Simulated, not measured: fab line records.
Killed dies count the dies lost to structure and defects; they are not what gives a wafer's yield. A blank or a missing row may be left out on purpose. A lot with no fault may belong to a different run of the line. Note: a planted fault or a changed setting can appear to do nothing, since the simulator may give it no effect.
fab line records	flow n5Finfet
[record] lots = 9	wafers = 25	lastDay = 19
route steps=1938 shown MOL_CONTACT_COAG@576 BEOL_M4@1111 PASSIVATION@1936
lots untouched by any fault: they come from a run of this same line in which no faults occurred
startH: start of the lot's first displayed wafer, in hours after the record's first day	waitH: hours elapsed since this lot's preceding step	" unchanged from the row above	L1.1+2: a row that stands for several wafers	- either no value or no given start	* or withheld: withheld	< > ~ a bound
route shown NAME@n: names a module that has steps shown in the file, with the first one's number in the route	usual: the fault-free wafers' mean and standard deviation	same: alike in all rows	chamber/n: place in a boat	sites: readings site by site	_std_site: how widely they spread, as a standard deviation	_edge_site: outer sites' mean less inner sites'	radiusMm: for every site, how far away it sits from the centre of the wafer	mask NAME#n: copy n	behind: the most recent tool/chamber to have shaped the wafer	hold: why the lot went on hold/how many hours it stayed there/how the hold came to an end	device: the transistor (n, p or np) that didn't switch	end of line: at the end of the route, the tests of the same wafers	a step with no rows: only its recipe	killed: dies that structure and defects cost at the first sort, which is not the same as the wafer's yield	map: a wafer's dies, marking killed ones x, the rest . and places with no die _
set.NAME: the run value of the setting; set.NAME@STEP: its run value at that earlier step	model.NAME: the simulator's own value behind a step, which no gauge read
route steps across a sampled set of lots; one table per step, one row per wafer
services: when a tool's chamber went out of use (startH, in hours from the record's first day, below 0 if earlier), for how many hours, and the reason
[[steps]]
[step N5_MOL_CONTACT_COAG_DESCUM_88]
[recipe] chemistry = O2	timeS = 7	sourcePowerW = 50	biasPowerW = 20	pressureMtorr = 20	rfFrequencyHz = 2.712e+07	tempC = 40	resist = CAR-EUV	o2FlowSccm = 225
[usual] drypumpMotorCurrentA = 5.6/0.42	oesProductAu = 0.80/0.098	rfVppV = 243.4/1.5	showerheadPlenumPTorr = 2.12/0.074	throttleValvePct = 20.47/0.21
lot.wafer	tool	chamber	startH	waitH	drypumpMotorCurrentA	oesProductAu	rfHoursCounterH	rfVppV	showerheadPlenumPTorr	throttleValvePct
L209.3	rieDiel-02	1	103.73	0.0	5.5	0.71	219	243.1	2.08	20.75
L209.4	"	0	"	"	6.4	0.86	51	244.7	2.14	20.76
L210.1	rieDiel-03	1	119.75	0.0	5.8	0.69	201	241.1	2.06	20.14
L210.5	"	3	"	"	4.8	0.69	-	240.6	1.95	20.44
L210.6	"	2	"	"	5.3	0.74	-	241.4	2.01	20.75
L214.1	rieDiel-02	1	140.24	0.0	5.5	0.71	230	243.5	2.07	20.76
L214.3	"	2	"	"	5.2	0.79	104	245.1	2.23	20.41
L214.4	"	0	"	"	6.3	0.84	63	243.7	2.14	20.79
L215.1	rieDiel-04	3	142.82	0.0	6.0	0.98	3	243.3	2.15	20.42
L215.2	"	1	"	"	5.7	0.77	172	244.0	2.06	20.36
L215.4	"	3	"	"	5.9	0.97	-	244.1	2.15	20.43
L222.1	rieDiel-03	3	185.74	0.1	4.9	0.95	10	245.4	2.21	20.02
L222.2	"	1	"	"	5.8	0.69	224	241.8	2.06	20.18
L222.4	"	0	"	"	5.0	0.83	45	244.4	2.12	20.31
L225.1	rieDiel-03	3	202.97	0.3	4.9	0.93	16	244.9	2.21	20.04
L225.3	"	1	"	"	5.8	0.67	230	242.0	2.05	20.17
L225.6	"	2	"	"	5.2	0.72	-	241.9	2.00	20.78
L228.1	rieDiel-04	2	221.81	0.0	6.2	0.93	18	245.7	2.23	20.28
L228.2	"	3	"	"	6.0	0.91	32	244.0	2.13	20.46
L228.5	"	2	"	"	6.2	0.94	-	244.5	2.23	20.30
L230.3	rieDiel-02	1	235.37	0.0	5.5	0.98	7	241.9	2.07	20.52
L230.5	"	1	"	"	5.4	0.98	-	243.3	2.07	20.50
L230.6	"	2	"	"	5.2	0.75	-	242.8	2.21	20.47
L231.1	rieDiel-04	3	238.54	0.0	6.0	0.89	38	243.4	2.13	20.47
L231.4	"	1	"	"	5.7	0.75	198	243.9	2.05	20.39
[step N5_MOL_CONTACT_COAG_ETCH_47]
[recipe] chemistry = CH3F/O2	target = SiNx	targetDepthA = 270	maskMaterial = SiO2	stopOn = W	overEtchFrac = 0.2	ionEnergyEv = 120	endpoint = OES-CN	pressureMtorr = 30	sourceW = 395	biasW = 73	Ar_flow_sccm = 150	CH3F_flow_sccm = 30	O2_flow_sccm = 20	ends = endPoint
[usual] drypumpMotorCurrentA = 5.6/0.45	etchRfOnTimeS = 31.2/1	oes_f_703_au = 0.80/0.096	oesProductAu = 0.71/0.087	rfVppV = 297/7.3	showerheadPlenumPTorr = 2.02/0.063	throttleValvePct = 16.36/0.22
lot.wafer	tool	chamber	startH	waitH	drypumpMotorCurrentA	etchRfOnTimeS	oes_f_703_au	oesProductAu	rfHoursCounterH	rfVppV	showerheadPlenumPTorr	throttleValvePct
L209.3	rieDiel-04	0	104.36	0.0	5.8	31.5	0.76	0.64	183	289	2.06	16.23
L209.4	"	3	"	"	6.0	31.1	0.67	0.62	244	311	2.04	16.64
L210.1	rieDiel-03	0	120.59	0.0	5.0	30.5	0.93	0.80	21	303	2.03	16.17
L210.5	"	1	"	"	5.8	34.1	0.66	0.61	-	292	1.98	16.18
L210.6	"	0	"	"	5.0	30.1	0.93	0.80	-	302	2.03	16.16
L214.1	rieDiel-02	2	140.82	0.0	5.2	30.9	0.79	0.70	104	292	2.09	16.08
L214.3	"	0	"	"	6.3	30.8	0.89	0.75	63	290	2.03	16.55
L214.4	"	3	"	"	5.7	31.5	0.70	0.61	250	292	1.97	16.47
L215.1	rieDiel-04	0	143.40	0.0	5.8	32.0	0.74	0.62	201	288	2.06	16.26
L215.2	"	3	"	"	6.0	31.4	0.93	0.87	3	310	2.03	16.18
L215.4	"	3	"	"	6.0	31.5	0.93	0.86	-	308	2.03	16.19
L222.1	rieDiel-04	3	186.57	0.0	6.0	31.2	0.88	0.83	21	309	2.03	16.23
L222.2	"	2	"	"	6.2	30.9	0.92	0.86	6	297	2.14	16.14
L222.4	"	0	"	"	5.8	31.6	0.73	0.61	214	289	2.05	16.30
L225.1	rieDiel-04	1	203.55	0.0	5.7	30.3	0.75	0.67	187	298	2.00	16.60
L225.3	"	0	"	"	5.8	31.9	0.73	0.61	220	288	2.05	16.29
L225.6	"	1	"	"	5.7	30.4	0.75	0.68	-	297	2.00	16.58
L228.1	rieDiel-03	1	222.60	0.0	5.8	33.7	0.63	0.59	237	294	1.97	16.25
L228.2	"	3	"	"	4.9	30.3	0.86	0.80	23	314	2.13	16.13
L228.5	"	3	"	"	4.9	30.5	0.85	0.81	-	314	2.13	16.13
L230.3	rieDiel-03	3	235.95	0.0	4.9	30.0	0.84	0.81	27	315	2.13	16.13
L230.5	"	3	"	"	4.9	30.2	0.85	0.80	-	315	2.13	16.14
L230.6	"	2	"	"	5.2	30.7	0.72	0.64	-	298	1.90	16.66
L231.1	rieDiel-03	3	239.13	0.0	4.9	30.1	0.84	0.81	28	314	2.13	16.14
L231.4	"	1	"	"	5.8	33.6	0.63	0.59	242	293	1.97	16.25
[step N5_MOL_CONTACT_COAG_CD_MEAS_40]
[recipe] targetCdNm = 25.1	landingEnergyEv = 500	detector = seInlens	polarity = opening
[usual] cdNm = 25.14/0.29
lot.wafer	tool	chamber	startH	waitH	cdNm
L209.3	cdSem-02	0	104.91	-	25.15
L209.4	"	0	"	"	25.33
L210.1	cdSem-01	0	121.37	-	25.42
L210.5	"	0	"	"	25.37
L210.6	"	0	"	"	25.18
L214.1	cdSem-03	0	141.37	-	25.19
L214.3	"	0	"	"	24.64
L214.4	"	0	"	"	25.20
L215.1	cdSem-01	0	144.10	-	24.75
L215.2	"	0	"	"	25.25
L215.4	"	0	"	"	25.56
L222.1	cdSem-01	0	187.24	-	25.20
L222.2	"	0	"	"	25.24
L222.4	"	0	"	"	25.11
L225.1	cdSem-01	0	204.23	-	24.93
L225.3	"	0	"	"	24.85
L225.6	"	0	"	"	25.05
L228.1	cdSem-02	0	223.27	-	25.09
L228.2	"	0	"	"	25.43
L228.5	"	0	"	"	25.12
L230.3	cdSem-02	0	236.50	-	25.16
L230.5	"	0	"	"	25.39
L230.6	"	0	"	"	25.24
L231.1	cdSem-03	0	239.80	-	25.06
L231.4	"	0	"	"	24.61
[step N5_MOL_CONTACT_COAG_INSPECT_42]
[recipe] mode = adi	inspectInstrument = brightfield
[usual] rawDefectCount = 209/56
lot.wafer	tool	chamber	startH	waitH	rawDefectCount
L209.3	defectInspect-01	-	104.99	0.0	170
L209.4	"	-	"	"	200
L210.1	defectInspect-02	-	121.46	0.1	149
L210.5	"	-	"	"	215
L210.6	"	-	"	"	185
L214.1	defectInspect-01	-	141.45	0.1	237
L214.3	"	-	"	"	127
L214.4	"	-	"	"	198
L215.1	defectInspect-01	-	144.19	0.1	103
L215.2	"	-	"	"	130
L215.4	"	-	"	"	171
L222.1	defectInspect-01	-	187.33	0.1	769
L222.2	"	-	"	"	652
L222.4	"	-	"	"	761
L225.1	defectInspect-01	-	204.32	0.1	699
L225.3	"	-	"	"	686
L225.6	"	-	"	"	692
L228.1	defectInspect-02	-	223.36	0.1	186
L228.2	"	-	"	"	316
L228.5	"	-	"	"	271
L230.3	defectInspect-02	-	236.59	0.0	203
L230.5	"	-	"	"	136
L230.6	"	-	"	"	123
L231.1	defectInspect-01	-	239.89	0.1	280
L231.4	"	-	"	"	146
[step N5_MOL_CONTACT_COAG_ETCH_65]
[recipe] chemistry = N2/H2	target = underlayer	targetDepthA = 130	maskMaterial = CAR-EUV	timeS = 10.4	ionEnergyEv = 200	pressureMtorr = 30	sourceW = 840	biasW = 150	n2FlowSccm = 200	h2FlowSccm = 200	ends = cleared
[usual] drypumpMotorCurrentA = 5.6/0.44	etchRfOnTimeS = 10.4/0.53	oesProductAu = 0.69/0.086	rfVppV = 524.5/2.5	showerheadPlenumPTorr = 2.56/0.083	throttleValvePct = 17.76/0.24
lot.wafer	tool	chamber	startH	waitH	drypumpMotorCurrentA	etchRfOnTimeS	oesProductAu	rfHoursCounterH	rfVppV	showerheadPlenumPTorr	throttleValvePct
L209.3	rieDiel-02	1	105.14	0.0	5.5	10.6	0.60	219	523.5	2.53	18.26
L209.4	"	0	"	"	6.3	10.0	0.75	51	525.5	2.56	17.77
L210.1	rieDiel-02	0	121.53	0.0	6.3	10.0	0.74	57	525.5	2.56	17.77
L210.5	"	1	"	"	5.5	10.7	0.59	-	524.2	2.53	18.27
L210.6	"	0	"	"	6.3	10.0	0.74	-	526.7	2.56	17.78
L214.1	rieDiel-04	1	141.55	0.0	5.7	10.0	0.65	171	523.6	2.55	18.04
L214.3	"	3	"	"	6.0	10.7	0.82	2	524.3	2.62	17.81
L214.4	"	0	"	"	5.8	10.4	0.61	-	524.3	2.65	17.96
L215.1	rieDiel-04	0	144.34	0.0	5.8	10.4	0.60	201	526.1	2.65	17.98
L215.2	"	3	"	"	6.0	10.7	0.82	4	525.4	2.62	17.80
L215.4	"	3	"	"	6.0	10.5	0.82	-	525.9	2.62	17.81
L222.1	rieDiel-04	3	187.39	0.0	6.0	10.5	0.78	21	525.6	2.61	17.86
L222.2	"	2	"	"	6.2	10.5	0.81	6	529.3	2.71	17.60
L222.4	"	0	"	"	5.8	10.4	0.59	214	526.1	2.65	17.99
L225.1	rieDiel-03	0	204.39	0.0	5.0	10.1	0.73	50	525.2	2.56	17.56
L225.3	"	1	"	"	5.8	11.9	0.55	231	523.4	2.51	17.72
L225.6	"	0	"	"	5.0	10.1	0.73	-	526.0	2.56	17.56
L228.1	rieDiel-02	2	223.50	0.0	5.2	10.3	0.64	140	526.6	2.63	17.65
L228.2	"	1	"	"	5.5	10.5	0.84	3	522.5	2.52	17.95
L228.5	"	3	"	"	5.7	10.3	0.77	-	522.4	2.46	17.30
L230.3	rieDiel-03	1	236.74	0.0	5.8	11.8	0.55	241	524.5	2.50	17.71
L230.5	"	0	"	"	5.0	10.2	0.71	-	523.9	2.55	17.58
L230.6	"	3	"	"	4.8	10.3	0.76	-	528.4	2.70	17.65
L231.1	rieDiel-03	3	239.96	0.0	4.9	10.3	0.76	28	527.9	2.70	17.63
L231.4	"	2	"	"	5.2	10.0	0.61	204	520.4	2.40	17.98
[step N5_BEOL_M4_RC_MEAS_101]
[usual] DIBL_N = 36.4/2.2	DIBL_P = 36.3/2.5	IOFF_N = 0.17/0.052	IOFF_P = 0.23/0.049	ION_N = 674/17	ION_P = 464/11	SS_N = 71.7/0.98	SS_P = 73.3/0.84	VT_N = 250/4	VT_P = -249/3.8
lot.wafer	tool	chamber	startH	waitH	DIBL_N[mV/V]	DIBL_P[mV/V]	IOFF_N[nA/um]	IOFF_P[nA/um]	ION_N[uA/um]	ION_P[uA/um]	SS_N[mV/dec]	SS_P[mV/dec]	VT_N[mV]	VT_P[mV]
L209.3	prober-01	0	186.41	0.3	36.5	36.3	0.15	0.22	686	466	71.0	72.7	247	-249
L209.4	"	0	"	"	34.8	33.8	0.11	0.18	627	440	71.2	73.0	259	-257
L210.1	prober-02	0	239.10	0.0	37.6	38.8	0.21	0.33	691	477	71.3	73.8	246	-242
L210.5	"	0	"	"	36.1	35.6	0.16	0.25	686	481	71.6	73.1	251	-244
L210.6	"	0	"	"	33.2	33.2	0.12	0.21	656	464	70.8	72.4	256	-247
L215.1	prober-02	0	247.49	0.0	35.6	35.1	0.13	0.18	666	454	71.5	73.4	254	-254
L215.2	"	0	"	"	37.0	36.9	0.18	0.21	692	466	71.9	73.4	247	-249
L215.4	"	0	"	"	36.9	38.0	0.17	0.23	677	465	70.9	74.2	249	-249
L214.1	prober-02	0	248.98	0.0	38.3	38.9	0.21	0.25	697	472	72.0	73.7	247	-249
L214.3	"	0	"	"	39.6	38.2	0.22	0.24	675	456	72.2	74.4	248	-250
L214.4	"	0	"	"	35.8	33.9	0.17	0.17	673	454	72.2	72.9	248	-252
L222.1	prober-01	0	277.38	0.0	35.7	34.5	0.13	0.21	649	452	70.9	73.4	254	-249
L222.2	"	0	"	"	34.9	33.4	0.14	0.19	676	469	71.3	72.6	248	-252
L222.4	"	0	"	"	37.0	36.6	0.17	0.26	680	468	71.5	73.4	246	-246
L225.1	prober-02	0	298.56	0.0	39.5	39.5	0.22	0.24	692	462	72.4	74.3	245	-252
L225.3	"	0	"	"	32.3	31.8	0.10	0.14	649	446	70.3	71.7	258	-255
L225.6	"	0	"	"	33.2	32.6	0.11	0.15	668	455	70.5	72.6	251	-256
L228.1	prober-01	0	326.37	0.0	33.2	33.6	0.11	0.17	667	459	70.6	71.8	252	-249
L228.2	"	0	"	"	37.1	37.4	0.18	0.23	695	472	72.1	72.9	244	-244
L228.5	"	0	"	"	35.7	35.1	0.15	0.18	659	451	70.6	72.5	251	-252
L230.3	prober-01	0	348.84	0.3	35.3	35.1	0.15	0.21	679	470	71.6	73.5	252	-248
L230.5	"	0	"	"	37.2	37.3	0.19	0.24	687	470	71.8	73.9	247	-249
L230.6	"	0	"	"	32.0	30.7	0.11	0.16	676	470	69.8	72.2	255	-253
L231.1	prober-01	0	349.46	0.7	33.5	34.5	0.12	0.19	652	459	71.2	72.9	255	-249
L231.4	"	0	"	"	34.1	34.9	0.14	0.20	674	470	70.4	71.8	248	-249
[step N5_PASSIVATION_PROBE_49]
[usual] defectLimitedYield = 91.2/1.4	killed_at_M0_to_M3 = 34/9.3	killed_at_M4_up = 14/5.9	killedAtContacts = 14/5.7	killedAtFrontEnd = 38/10	killedAtOther = 4/3.2	killedDies = 104/17	killedOpen = 67/13	killedShort = 33/6.9	sort_bin_5_function = 5.2/1	sort_bin_6_memory = 3.3/0.61	sort_bin_8_speed = 0.3/1.8	sortNPass = 1069/52	sortYieldPct = 91/4.4
[same] grossDies = 1180	killedAtBackSide = 0	sort_bin_4_leakage[%] = 0
lot.wafer	tool	chamber	startH	waitH	defectLimitedYield[%]	killed_at_M0_to_M3	killed_at_M4_up	killedAtContacts	killedAtFrontEnd	killedAtOther	killedDies	killedOpen	killedShort	sort_bin_5_function[%]	sort_bin_6_memory[%]	sort_bin_8_speed[%]	sortNPass	sortYieldPct[%]
L209.3	prober-01	-	292.20	0.1	90.8	37	13	15	32	12	109	66	34	5.8	3.1	0	1071	91
L209.4	prober-01	-	292.25	0.2	90.5	33	10	26	39	4	112	68	40	6.3	2.5	18.6	848	72
L210.1	prober-02	-	349.74	0.8	90.4	36	12	11	44	10	113	63	42	6.3	3.0	0	1067	90
L210.5	prober-02	-	349.94	1.0	93.0	30	12	3	36	2	83	51	27	3.7	3.0	0	1097	93
L210.6	prober-02	-	349.99	1.0	92.5	33	8	12	34	1	88	58	26	3.8	3.3	0	1092	93
L214.1	prober-02	-	354.79	0.0	92.5	20	10	13	44	1	88	59	26	4.1	2.8	0	1092	93
L214.3	prober-02	-	354.89	0.1	89.4	38	18	15	51	3	125	74	45	5.9	4.2	0	1055	89
L214.4	prober-02	-	354.94	0.2	91.6	35	9	13	35	7	99	64	28	5.0	3.2	0	1081	92
L215.1	prober-01	-	354.91	0.0	92.5	25	22	12	30	0	89	58	29	4.0	3.3	0	1091	92
L215.2	prober-01	-	354.96	0.1	91.4	35	16	13	37	1	102	66	33	4.4	3.7	0	1078	91
L215.4	prober-01	-	355.06	0.2	93.1	20	19	23	18	1	81	52	28	4.1	2.5	0	1099	93
L222.1	prober-01	-	392.21	0.0	81.2	38	12	136	36	0	222	58	36	12.5	4.5	0.1	957	81
L222.2	prober-01	-	392.26	0.1	79.9	44	11	127	28	27	237	69	23	13.7	4.4	0	943	80
L222.4	prober-01	-	392.36	0.2	78.6	40	9	144	52	8	253	73	39	13.6	5.4	0	927	79
L225.1	prober-01	-	408.68	0.0	76.6	39	15	133	62	27	276	82	57	15.4	5.5	0	904	77
L225.3	prober-01	-	408.78	0.1	79.8	41	13	140	34	10	238	79	35	12.9	5.1	0.1	941	80
L225.6	prober-01	-	408.93	0.3	76.9	34	15	155	56	12	272	76	36	15.9	4.8	0	908	77
L228.1	prober-01	-	428.67	0.0	91.2	28	8	21	37	10	104	63	29	5.3	3.3	0	1076	91
L228.2	prober-01	-	428.72	0.1	91.1	45	13	15	28	4	105	67	33	5.6	3.1	0	1075	91
L228.5	prober-01	-	428.87	0.2	92.0	35	12	12	32	3	94	57	31	4.5	2.8	0	1086	92
L231.1	prober-01	-	461.54	0.7	89.5	45	15	9	47	8	124	65	44	6.3	3.6	0	1056	89
L231.4	prober-01	-	461.69	0.8	91.2	33	13	7	41	10	104	63	35	5.8	2.9	0	1076	91
L230.3	prober-01	-	461.94	0.9	93.9	23	21	14	12	2	72	53	17	3.6	2.2	0	1108	94
L230.5	prober-01	-	462.04	1.0	91.7	29	17	18	32	2	98	67	28	4.8	3.2	0	1082	92
L230.6	prober-01	-	462.09	1.0	93.0	26	14	9	31	3	83	56	27	4.2	2.7	0	1097	93
// killed by level:class
L209.3 MOL_CONTACT_COAG:geometricParticle:open=11 BEOL_M0_SAQP:geometricParticle:open=9 FIN_SAQP:geometricParticle:short=8 BEOL_M0_SAQP:geometricParticle:short=8 FIN_SAQP:geometricParticle:open=6 BEOL_M1:geometricParticle:open=5 DUMMY_GATE:geometricParticle:open=4 BEOL_M0:geometricParticle:open=4
L209.4 MOL_CONTACT_COAG:geometricParticle:open=22 BEOL_M2:geometricParticle:open=11 GATE_CUT:geometricParticle:short=9 FIN_SAQP:geometricParticle:open=5 FIN_SAQP:geometricParticle:short=5 GATE_CUT:geometricParticle:open=5 BEOL_M0_SAQP:geometricParticle:short=5 MOL_CONTACT_COAG:geometricParticle:short=4
L210.1 FIN_SAQP:geometricParticle:short=17 FIN_SAQP:geometricParticle:open=16 MOL_CONTACT_COAG:geometricParticle:open=9 BEOL_M2:geometricParticle:open=7 BEOL_M0_SAQP:geometricParticle:open=6 BEOL_M3:geometricParticle:open=6 PASSIVATION:areaEtch=6 GATE_CUT:geometricParticle:short=4
L210.5 FIN_SAQP:geometricParticle:open=13 BEOL_M1:geometricParticle:open=7 FIN_SAQP:geometricParticle:short=6 BEOL_M0_SAQP:geometricParticle:short=6 BEOL_M3:geometricParticle:open=6 DUMMY_GATE:geometricParticle:open=3 BEOL_M0_SAQP:geometricParticle:open=3 BEOL_M1:geometricParticle:short=3
L210.6 FIN_SAQP:geometricParticle:open=16 MOL_CONTACT_COAG:geometricParticle:open=10 FIN_SAQP:geometricParticle:short=7 BEOL_M3:geometricParticle:open=7 BEOL_M1:geometricParticle:open=5 BEOL_M0_SAQP:geometricParticle:short=4 BEOL_M2:geometricParticle:open=4 BEOL_M1:geometricParticle:short=3
L214.1 FIN_SAQP:geometricParticle:short=12 FIN_SAQP:geometricParticle:open=8 STI_FIN_REVEAL:geometricParticle:open=8 MOL_CONTACT_COAG:geometricParticle:open=7 DUMMY_GATE:geometricParticle:open=6 MOL_CONTACT_COAG:geometricParticle:short=6 BEOL_M1:geometricParticle:open=5 BEOL_M4:geometricParticle:open=5
L214.3 FIN_SAQP:geometricParticle:short=19 FIN_SAQP:geometricParticle:open=12 MOL_CONTACT_COAG:geometricParticle:open=12 BEOL_M1:geometricParticle:open=11 STI_FIN_REVEAL:geometricParticle:open=8 BEOL_M0_SAQP:geometricParticle:short=6 DUMMY_GATE:geometricParticle:open=5 BEOL_M2:geometricParticle:open=4
L215.1 MOL_CONTACT_COAG:geometricParticle:open=10 BEOL_M4:geometricParticle:open=9 FIN_SAQP:geometricParticle:open=8 BEOL_M0_SAQP:geometricParticle:open=7 DUMMY_GATE:geometricParticle:open=5 BEOL_M0_SAQP:geometricParticle:short=5 STARTING-WAFER:geometricParticle:short=5 FIN_CUT:geometricParticle:open=3
L214.4 MOL_CONTACT_COAG:geometricParticle:open=12 STI_FIN_REVEAL:geometricParticle:open=9 FIN_SAQP:geometricParticle:open=7 BEOL_M1:geometricParticle:open=7 FIN_SAQP:geometricParticle:short=6 BEOL_M3:geometricParticle:short=5 BEOL_M3:geometricParticle:open=4 BEOL_M0_SAQP:geometricParticle:open=3
L215.2 MOL_CONTACT_COAG:geometricParticle:open=11 BEOL_M2:geometricParticle:open=10 BEOL_M1:geometricParticle:open=9 FIN_SAQP:geometricParticle:open=7 FIN_SAQP:geometricParticle:short=6 BEOL_M4:geometricParticle:open=5 STI_FIN_REVEAL:geometricParticle:open=4 BEOL_M0_SAQP:geometricParticle:short=4
L215.4 MOL_CONTACT_COAG:geometricParticle:open=22 BEOL_M0_SAQP:geometricParticle:short=10 BEOL_M4:geometricParticle:open=7 BEOL_M4:geometricParticle:short=4 FIN_SAQP:geometricParticle:open=3 DUMMY_GATE:geometricParticle:open=3 STARTING-WAFER:geometricParticle:open=3 BEOL_M8:geometricParticle:open=3
L222.1 MOL_CONTACT_COAG:unspecified=123 BEOL_M0_SAQP:geometricParticle:short=9 BEOL_M1:geometricParticle:open=9 GATE_CUT:geometricParticle:short=8 MOL_CONTACT_COAG:geometricParticle:open=8 BEOL_M0_SAQP:geometricParticle:open=7 BEOL_M0:geometricParticle:open=6 FIN_SAQP:geometricParticle:open=5
L222.2 MOL_CONTACT_COAG:unspecified=113 PASSIVATION:areaEtch=25 MOL_CONTACT_COAG:geometricParticle:open=11 STI_FIN_REVEAL:geometricParticle:open=9 BEOL_M0_SAQP:geometricParticle:open=9 BEOL_M0_SAQP:geometricParticle:short=9 BEOL_M1:geometricParticle:open=9 ILD0:geometricParticle:open=5
L222.4 MOL_CONTACT_COAG:unspecified=130 STI_FIN_REVEAL:geometricParticle:open=16 MOL_CONTACT_COAG:geometricParticle:open=13 BEOL_M0_SAQP:geometricParticle:open=13 BEOL_M0_SAQP:geometricParticle:short=8 BEOL_M1:geometricParticle:open=8 PASSIVATION:areaEtch=8 FIN_SAQP:geometricParticle:short=6
L225.1 MOL_CONTACT_COAG:unspecified=117 BEOL_M0_SAQP:geometricParticle:short=20 PASSIVATION:areaEtch=19 FIN_SAQP:geometricParticle:open=13 MOL_CONTACT_COAG:geometricParticle:open=13 STI_FIN_REVEAL:geometricParticle:open=11 BEOL_M0_SAQP:geometricParticle:open=11 GATE_CUT:geometricParticle:short=8
L225.3 MOL_CONTACT_COAG:unspecified=118 MOL_CONTACT_COAG:geometricParticle:open=17 STI_FIN_REVEAL:geometricParticle:open=16 BEOL_M0_SAQP:geometricParticle:short=14 BEOL_M0_SAQP:geometricParticle:open=8 BEOL_M3:geometricParticle:open=7 BEOL_M1:geometricParticle:open=7 MOL_CONTACT_COAG:geometricParticle:short=5
L225.6 MOL_CONTACT_COAG:unspecified=119 MOL_CONTACT_COAG:areaEtch=25 STI_FIN_REVEAL:geometricParticle:open=15 BEOL_M0_SAQP:geometricParticle:open=13 FIN_SAQP:geometricParticle:open=11 PASSIVATION:areaEtch=10 BEOL_M0_SAQP:geometricParticle:short=9 MOL_CONTACT_COAG:geometricParticle:open=8
L228.1 MOL_CONTACT_COAG:geometricParticle:open=15 BEOL_M2:geometricParticle:open=10 FIN_SAQP:geometricParticle:open=7 GATE_CUT:geometricParticle:short=7 BEOL_M3:geometricParticle:open=6 PASSIVATION:areaEtch=6 FIN_CUT:geometricParticle:short=5 MOL_CONTACT_COAG:geometricParticle:short=5
L228.2 BEOL_M2:geometricParticle:open=15 MOL_CONTACT_COAG:geometricParticle:open=11 BEOL_M3:geometricParticle:open=10 BEOL_M1:geometricParticle:open=8 FIN_SAQP:geometricParticle:short=5 BEOL_M0_SAQP:geometricParticle:short=5 STI_FIN_REVEAL:geometricParticle:open=5 BEOL_M4:geometricParticle:open=5
L228.5 FIN_SAQP:geometricParticle:open=8 MOL_CONTACT_COAG:geometricParticle:open=8 BEOL_M0_SAQP:geometricParticle:open=8 BEOL_M3:geometricParticle:open=6 BEOL_M0_SAQP:geometricParticle:short=5 STARTING-WAFER:geometricParticle:short=5 FIN_SAQP:geometricParticle:short=4 STI_FIN_REVEAL:geometricParticle:open=4
L231.1 BEOL_M3:geometricParticle:open=13 FIN_SAQP:geometricParticle:short=11 BEOL_M0_SAQP:geometricParticle:short=8 FIN_CUT:areaEtch=8 BEOL_M1:geometricParticle:open=7 MOL_CONTACT_COAG:geometricParticle:open=6 BEOL_M4:geometricParticle:open=6 ILD0:geometricParticle:short=5
L231.4 FIN_SAQP:geometricParticle:short=12 FIN_SAQP:geometricParticle:open=11 BEOL_M2:geometricParticle:open=8 BEOL_M3:geometricParticle:open=6 BEOL_M0_SAQP:geometricParticle:short=4 MOL_CONTACT_COAG:geometricParticle:open=4 BEOL_M1:geometricParticle:open=4 STARTING-WAFER:geometricParticle:short=4
L230.3 MOL_CONTACT_COAG:geometricParticle:open=13 BEOL_M2:geometricParticle:open=10 BEOL_M4:geometricParticle:open=8 BEOL_M0_SAQP:geometricParticle:open=4 BEOL_M0_SAQP:geometricParticle:short=4 BEOL_M8:geometricParticle:open=3 BEOL_M6:geometricParticle:open=3 STI_FIN_REVEAL:geometricParticle:open=2
L230.5 MOL_CONTACT_COAG:geometricParticle:open=16 BEOL_M0_SAQP:geometricParticle:open=11 BEOL_M4:geometricParticle:open=9 BEOL_M0_SAQP:geometricParticle:short=8 STI_FIN_REVEAL:geometricParticle:open=7 STARTING-WAFER:geometricParticle:short=5 BEOL_M3:geometricParticle:open=3 BEOL_M5:geometricParticle:open=3
L230.6 BEOL_M0_SAQP:geometricParticle:open=8 BEOL_M2:geometricParticle:open=8 FIN_SAQP:geometricParticle:open=7 MOL_CONTACT_COAG:geometricParticle:open=6 BEOL_M4:geometricParticle:open=5 STI_FIN_REVEAL:geometricParticle:open=4 BEOL_M0_SAQP:geometricParticle:short=4 FIN_SAQP:geometricParticle:short=3
[[services]]
tool	chamber	startH	hours	kind
rieDiel-02	0	82.78	5.5	repair
rieDiel-04	0	98.94	4.2	repair
rieDiel-04	3	118.34	-	clean
rieDiel-04	3	118.34	-	consumableReplace:focusRing
rieDiel-04	3	118.34	17.5	scheduledDown
rieDiel-04	3	118.34	17.5	ventCycle
rieDiel-03	3	134.34	-	clean
rieDiel-03	3	134.34	-	consumableReplace:focusRing
rieDiel-03	3	134.34	-	consumableReplace:showerhead
rieDiel-03	3	134.34	23.1	scheduledDown
rieDiel-03	3	134.34	23.1	ventCycle
rieDiel-04	2	135.83	-	clean
rieDiel-04	2	135.83	-	consumableReplace:focusRing
rieDiel-04	2	135.83	-	consumableReplace:showerhead
rieDiel-04	2	135.83	27.6	scheduledDown
rieDiel-04	2	135.83	27.6	ventCycle
rieDiel-02	3	140.88	-	clean
rieDiel-02	3	140.88	-	consumableReplace:focusRing
rieDiel-02	3	140.88	17.4	scheduledDown
rieDiel-02	3	140.88	17.4	ventCycle
rieDiel-04	0	148.13	4.3	repair
rieDiel-02	1	191.74	-	clean
rieDiel-02	1	191.74	-	consumableReplace:focusRing
rieDiel-03	0	201.11	2.7	repair
[[key]]
[firstSign] step = N5_MOL_CONTACT_COAG_INSPECT_42	reading = rawDefectCount	direction = up	sigmas = 9	usual = 209	struck = 710
[effect] step = N5_PASSIVATION_PROBE_49	reading = killedAtContacts	direction = up	sigmas = 22	usual = 14	struck = 139
[moreKillsBornAt] N5_MOL_CONTACT_COAG_ETCH_47@rieDiel-04 = 719
metAt N5_MOL_CONTACT_COAG_ETCH_47
struckLots L222,L225
[baselineLoss] step = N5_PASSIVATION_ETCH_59	wafers = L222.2
[baselineLoss] step = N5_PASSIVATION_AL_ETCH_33	wafers = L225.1
[baselineLoss] step = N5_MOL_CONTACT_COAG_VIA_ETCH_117	wafers = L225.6
notActingAt N5_MOL_CONTACT_COAG_DESCUM_88,N5_MOL_CONTACT_COAG_CD_MEAS_40,N5_MOL_CONTACT_COAG_ETCH_65
onsetBetween 143.40 186.57
[fault] kind = chamberParticleSource	tool = rieDiel-04	chamber = -	onsetH = 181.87	steps = N5_MOL_CONTACT_COAG_ETCH_47	ratePerVisitCm2 = 0.74877	endH = 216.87
// baselineLoss: these wafers lose ten dies or more at that step, a loss of the line's own and not of a fault; the sort's usual values leave them out
